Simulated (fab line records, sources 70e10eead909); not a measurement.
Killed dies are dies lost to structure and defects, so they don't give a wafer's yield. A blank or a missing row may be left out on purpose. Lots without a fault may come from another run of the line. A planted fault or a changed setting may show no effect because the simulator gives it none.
Which tool did it? | flow nand_harc | 12 lots, 36 wafers sampled, at 6 steps of a route of 1302

WHAT THE GAUGES READ, wafer by wafer
NHARC_P_M1_INSPECT_11.
lot  | measured     | on                | raw_defect_count
L075 | day 6 12:56  | defect_inspect-02 | 1 6 7
L077 | day 7 15:34  | defect_inspect-02 | 10 6 3
L079 | day 8 03:17  | defect_inspect-01 | 3 9 6
L081 | day 9 02:38  | defect_inspect-01 | 3 5 6
L084 | day 10 05:40 | defect_inspect-01 | 4 6 7
L085 | day 10 22:47 | defect_inspect-01 | 7 8 5
L087 | day 11 10:25 | defect_inspect-02 | 5 4 7
L089 | day 12 10:05 | defect_inspect-02 | 3 3 4
L091 | day 13 09:35 | defect_inspect-01 | 1 3 2
L093 | day 14 08:40 | defect_inspect-02 | 5 6 6
L096 | day 15 01:05 | defect_inspect-01 | 4 3 2
L097 | day 15 18:39 | defect_inspect-02 | 9 3 4

WHICH TOOL RAN EACH LOT (tool, then ch and the chambers of the sampled wafers, then the start)
lot  | NHARC_P_GATE_ETCH_32             | NHARC_P_CONTACT_CMP_01        | NHARC_P_CONTACT_PVD_32                  | NHARC_P_CONTACT_ALD_22              | NHARC_P_M0_PVD_20
L075 | rie_si-05 ch 1,2, day 5 08:49    | cmp-02 ch 0,1,3, day 6 03:38  | pvd_sputter-01, day 6 06:31 or earlier  | ald_metal-02 ch 1,2,3, day 6 06:31  | pvd_sputter-03, day 6 12:56 or earlier
L077 | rie_si-04 ch 0,1,3, day 6 11:13  | cmp-01 ch 0,1,3, day 7 06:13  | pvd_sputter-02, day 7 09:02 or earlier  | ald_metal-02 ch 0,1,3, day 7 09:02  | pvd_sputter-03, day 7 15:34 or earlier
L079 | rie_si-04 ch 1,2,3, day 6 23:04  | cmp-02 ch 0,2, day 7 17:59    | pvd_sputter-01, day 7 20:49 or earlier  | ald_metal-02 ch 0,1,3, day 7 20:49  | pvd_sputter-03, day 8 03:17 or earlier
L081 | rie_si-05 ch 2,3, day 7 22:31    | cmp-02 ch 0,1, day 8 17:10    | pvd_sputter-01, day 8 19:55 or earlier  | ald_metal-02 ch 0,1,3, day 8 19:55  | pvd_sputter-01, day 9 02:38 or earlier
L084 | rie_si-04 ch 1,2,3, day 9 02:10  | cmp-02 ch 1,2,3, day 9 20:34  | pvd_sputter-03, day 9 23:26 or earlier  | ald_metal-01 ch 0,2,3, day 9 23:26  | pvd_sputter-02, day 10 05:40 or earlier
L085 | rie_si-02 ch 0,1,3, day 9 18:44  | cmp-01 ch 0,1,3, day 10 13:28 | pvd_sputter-02, day 10 16:11 or earlier | ald_metal-02 ch 0,1,2, day 10 16:11 | pvd_sputter-02, day 10 22:47 or earlier
L087 | rie_si-02 ch 0,1,3, day 10 06:25 | cmp-03 ch 0,2,3, day 11 01:17 | pvd_sputter-02, day 11 04:12 or earlier | ald_metal-02 ch 1,2, day 11 04:12   | pvd_sputter-01, day 11 10:25 or earlier
L089 | rie_si-04 ch 1,2, day 11 06:09   | cmp-01 ch 2,3, day 12 00:59   | pvd_sputter-01, day 12 03:50 or earlier | ald_metal-02 ch 0,1, day 12 03:50   | pvd_sputter-03, day 12 10:05 or earlier
L091 | rie_si-04 ch 0,2,3, day 12 05:13 | cmp-01 ch 1,2,3, day 13 00:10 | pvd_sputter-01, day 13 03:03 or earlier | ald_metal-02 ch 0,1,2, day 13 03:03 | pvd_sputter-01, day 13 09:35 or earlier
L093 | rie_si-04 ch 2,3, day 13 04:24   | cmp-02 ch 1,3, day 13 22:56   | pvd_sputter-01, day 14 01:55 or earlier | ald_metal-01 ch 0,1,3, day 14 01:55 | pvd_sputter-03, day 14 08:40 or earlier
L096 | rie_si-04 ch 0,1,3, day 13 21:20 | cmp-03 ch 2,3, day 14 15:53   | pvd_sputter-03, day 14 18:49 or earlier | ald_metal-03 ch 0,2,3, day 14 18:49 | pvd_sputter-03, day 15 01:05 or earlier
L097 | rie_si-04 ch 0,1,2, day 14 14:32 | cmp-03 ch 0,1,3, day 15 09:15 | pvd_sputter-01, day 15 12:27 or earlier | ald_metal-02 ch 0,1,3, day 15 12:27 | pvd_sputter-02, day 15 18:39 or earlier
- NHARC_P_GATE_ETCH_32: etches the open film in HBr/Cl2, target depth 150 nm, time 100.1 s.
- NHARC_P_CONTACT_CMP_01: polishes SiO2, target thk 200 nm.
- NHARC_P_CONTACT_PVD_32: deposits Ti, target thk 5 nm, time 17.7 s.
- NHARC_P_CONTACT_ALD_22: deposits TiN, target thk 3 nm, pulse time 1 s, ald cycles 150.
- NHARC_P_M0_PVD_20: deposits TaN, target thk 5 nm, time 8.06 s.

THE ANSWER, worked out from the rows above alone
Rule: what is usual is taken from the lots themselves. Put in order of their means at a reading, lots are off if they are a third of the lots or fewer, leave a main group of 4 or more, and stand apart from it by a gap of 3 or more times the standard deviation of the main group's means; of several such gaps the widest counts. A main group whose means are all the same, to the digits that the tables above print for the reading, isn't used. A lot without any number at a reading at which 4 lots or more have one is off too. The other lots that the step has rows for count as sound.
No lot is off at any reading shown: from this, nothing can be told.

WHAT THE SIMULATOR HAD PUT IN
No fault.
